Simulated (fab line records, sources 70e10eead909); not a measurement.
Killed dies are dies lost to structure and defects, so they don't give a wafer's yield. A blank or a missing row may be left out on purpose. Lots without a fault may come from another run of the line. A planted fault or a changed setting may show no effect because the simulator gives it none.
Chamber matching | flow nand_harc | NHARC_P_M1_STRIP_18 on rie_diel-07: 4 sister chambers
The step strips in N2/H2. 14 wafers are shown with their chamber, then 7 later ones without.

WAFERS WITH THEIR CHAMBER
wafer  | chamber | showerhead_plenum_p_Torr (Torr) | drypump_motor_current_A (A) | rf_vpp_V (V)
L076.1 | 1       | 2.06                            | 6.4                         | 91.7
L076.3 | 0       | 2.19                            | 6.2                         | 91.1
L076.4 | 3       | 2.09                            | 6.1                         | 90.3
L079.1 | 3       | 2.09                            | 6.1                         | 90.8
L079.2 | 1       | 2.06                            | 6.4                         | 90.8
L079.6 | 3       | 2.09                            | 6.1                         | 90.7
L083.2 | 2       | 1.90                            | 5.7                         | 88.6
L083.4 | 0       | 2.18                            | 6.1                         | 91.4
L083.5 | 0       | 2.18                            | 6.1                         | 91.0
L086.1 | 2       | 1.90                            | 5.7                         | 89.2
L086.4 | 1       | 2.06                            | 6.4                         | 90.9
L086.6 | 2       | 1.90                            | 5.7                         | 89.2
L089.1 | 2       | 1.90                            | 5.7                         | 89.1
L089.2 | 0       | 2.18                            | 6.1                         | 92.2

SIGNATURES (means of the wafers above)
reading                  | chamber 0 | chamber 1 | chamber 2 | chamber 3 | scatter within a chamber
showerhead_plenum_p_Torr | 2.1825    | 2.0600    | 1.9000    | 2.0900    | 0.00274
drypump_motor_current_A  | 6.125     | 6.400     | 5.700     | 6.100     | 0.0274
rf_vpp_V                 | 91.425    | 91.133    | 89.025    | 90.600    | 0.42
Rule: a wafer's distance from a chamber is the root of the sum, over the readings, of the square of ((its reading less the chamber's mean) divided by the reading's scatter). The wafer belongs to the nearest chamber; if the next one is less than 2 further off, it can't be placed. The scatter: the root of (the sum of the squares of (reading less its chamber's mean) over the shown wafers, divided by (wafers less chambers)).

WAFERS WITHOUT THEIR CHAMBER
wafer  | showerhead_plenum_p_Torr (Torr) | drypump_motor_current_A (A) | rf_vpp_V (V)
L089.6 | 1.90                            | 5.7                         | 90.7
L088.3 | 2.09                            | 6.1                         | 90.0
L088.4 | 1.90                            | 5.7                         | 88.7
L088.6 | 2.18                            | 6.2                         | 93.5
L090.3 | 2.18                            | 6.1                         | 92.0
L090.4 | 1.90                            | 5.8                         | 90.7
L090.5 | 2.18                            | 6.1                         | 91.9

WHICH CHAMBER EACH WENT THROUGH
wafer  | from the rows above | in truth
L089.6 | 2                   | 2
L088.3 | 3                   | 3
L088.4 | 2                   | 2
L088.6 | 0                   | 0
L090.3 | 0                   | 0
L090.4 | 2                   | 2
L090.5 | 0                   | 0
Placed correctly: 7 of 7. Can't be placed from these rows: 0. Placed wrongly: 0.
